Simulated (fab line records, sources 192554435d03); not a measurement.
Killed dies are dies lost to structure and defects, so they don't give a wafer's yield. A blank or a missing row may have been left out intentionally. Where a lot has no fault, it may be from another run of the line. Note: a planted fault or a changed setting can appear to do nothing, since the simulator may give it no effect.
Chamber matching / flow n5_finfet / N5_BEOL_M0_CUTY_ETCH_62 on rie_diel-02: 4 sister chambers
The step etches SiARC in CF4, time 58.5 s. 16 wafers are shown with their chamber, then 8 later ones without.

== WAFERS, EACH WITH ITS CHAMBER ==
wafer=L077.2; chamber=3; drypump_motor_current_A (A)=6.6; etch_rf_on_time_s (s)=58.2; showerhead_plenum_p_Torr (Torr)=2.04
wafer=L077.5; chamber=2; drypump_motor_current_A (A)=5.4; etch_rf_on_time_s (s)=59.7; showerhead_plenum_p_Torr (Torr)=2.03
wafer=L077.6; chamber=3; drypump_motor_current_A (A)=6.6; etch_rf_on_time_s (s)=57.9; showerhead_plenum_p_Torr (Torr)=2.04
wafer=L078.3; chamber=1; drypump_motor_current_A (A)=5.4; etch_rf_on_time_s (s)=61.5; showerhead_plenum_p_Torr (Torr)=2.04
wafer=L078.5; chamber=0; drypump_motor_current_A (A)=5.6; etch_rf_on_time_s (s)=58.6; showerhead_plenum_p_Torr (Torr)=2.04
wafer=L078.6; chamber=3; drypump_motor_current_A (A)=6.5; etch_rf_on_time_s (s)=58.3; showerhead_plenum_p_Torr (Torr)=2.04
wafer=L084.1; chamber=1; drypump_motor_current_A (A)=5.4; etch_rf_on_time_s (s)=61.5; showerhead_plenum_p_Torr (Torr)=2.04
wafer=L084.5; chamber=2; drypump_motor_current_A (A)=5.4; etch_rf_on_time_s (s)=59.1; showerhead_plenum_p_Torr (Torr)=2.28
wafer=L084.6; chamber=3; drypump_motor_current_A (A)=6.5; etch_rf_on_time_s (s)=57.6; showerhead_plenum_p_Torr (Torr)=2.04
wafer=L087.1; chamber=2; drypump_motor_current_A (A)=5.4; etch_rf_on_time_s (s)=58.4; showerhead_plenum_p_Torr (Torr)=2.27
wafer=L087.2; chamber=0; drypump_motor_current_A (A)=5.6; etch_rf_on_time_s (s)=58.1; showerhead_plenum_p_Torr (Torr)=2.04
wafer=L087.3; chamber=3; drypump_motor_current_A (A)=6.6; etch_rf_on_time_s (s)=58.5; showerhead_plenum_p_Torr (Torr)=2.04
wafer=L087.4; chamber=1; drypump_motor_current_A (A)=5.3; etch_rf_on_time_s (s)=61.5; showerhead_plenum_p_Torr (Torr)=2.04
wafer=L087.5; chamber=0; drypump_motor_current_A (A)=5.6; etch_rf_on_time_s (s)=57.8; showerhead_plenum_p_Torr (Torr)=2.04
wafer=L087.6; chamber=3; drypump_motor_current_A (A)=6.6; etch_rf_on_time_s (s)=58.2; showerhead_plenum_p_Torr (Torr)=2.04
wafer=L088.1; chamber=2; drypump_motor_current_A (A)=5.4; etch_rf_on_time_s (s)=58.2; showerhead_plenum_p_Torr (Torr)=2.27

SIGNATURES, as means of the wafers listed above
reading=drypump_motor_current_A; chamber 0=5.600; chamber 1=5.367; chamber 2=5.400; chamber 3=6.567; scatter within a chamber=0.0408
reading=etch_rf_on_time_s; chamber 0=58.167; chamber 1=61.500; chamber 2=58.850; chamber 3=58.117; scatter within a chamber=0.433
reading=showerhead_plenum_p_Torr; chamber 0=2.0400; chamber 1=2.0400; chamber 2=2.2125; chamber 3=2.0400; scatter within a chamber=0.0609
Rule: distance of a wafer from a chamber = root of the sum over the readings of ((wafer's reading minus chamber's mean) / reading's scatter) squared. The wafer belongs to the nearest chamber; if the next one is less than 2 further off, it can't be placed. The scatter: the root of (the sum of the squares of (reading less its chamber's mean) over the shown wafers, divided by (wafers less chambers)).

== WAFERS WHOSE CHAMBER IS MISSING ==
wafer=L088.3; drypump_motor_current_A (A)=5.4; etch_rf_on_time_s (s)=61.0; showerhead_plenum_p_Torr (Torr)=2.04
wafer=L088.5; drypump_motor_current_A (A)=5.4; etch_rf_on_time_s (s)=58.5; showerhead_plenum_p_Torr (Torr)=2.27
wafer=L095.2; drypump_motor_current_A (A)=5.6; etch_rf_on_time_s (s)=58.4; showerhead_plenum_p_Torr (Torr)=2.03
wafer=L095.3; drypump_motor_current_A (A)=5.4; etch_rf_on_time_s (s)=58.7; showerhead_plenum_p_Torr (Torr)=2.27
wafer=L095.4; drypump_motor_current_A (A)=5.6; etch_rf_on_time_s (s)=58.9; showerhead_plenum_p_Torr (Torr)=2.03
wafer=L097.1; drypump_motor_current_A (A)=5.6; etch_rf_on_time_s (s)=58.7; showerhead_plenum_p_Torr (Torr)=2.03
wafer=L097.5; drypump_motor_current_A (A)=5.4; etch_rf_on_time_s (s)=58.8; showerhead_plenum_p_Torr (Torr)=2.27
wafer=L097.6; drypump_motor_current_A (A)=6.6; etch_rf_on_time_s (s)=58.7; showerhead_plenum_p_Torr (Torr)=2.03

== THE CHAMBER EACH PASSED THROUGH ==
wafer=L088.3; from the rows above=1; in truth=1
wafer=L088.5; from the rows above=2; in truth=2
wafer=L095.2; from the rows above=0; in truth=0
wafer=L095.3; from the rows above=2; in truth=2
wafer=L095.4; from the rows above=0; in truth=0
wafer=L097.1; from the rows above=0; in truth=0
wafer=L097.5; from the rows above=2; in truth=2
wafer=L097.6; from the rows above=3; in truth=3
Correct placement for 8 of the 8. Not placeable from these rows: 0. 0 placed wrongly.
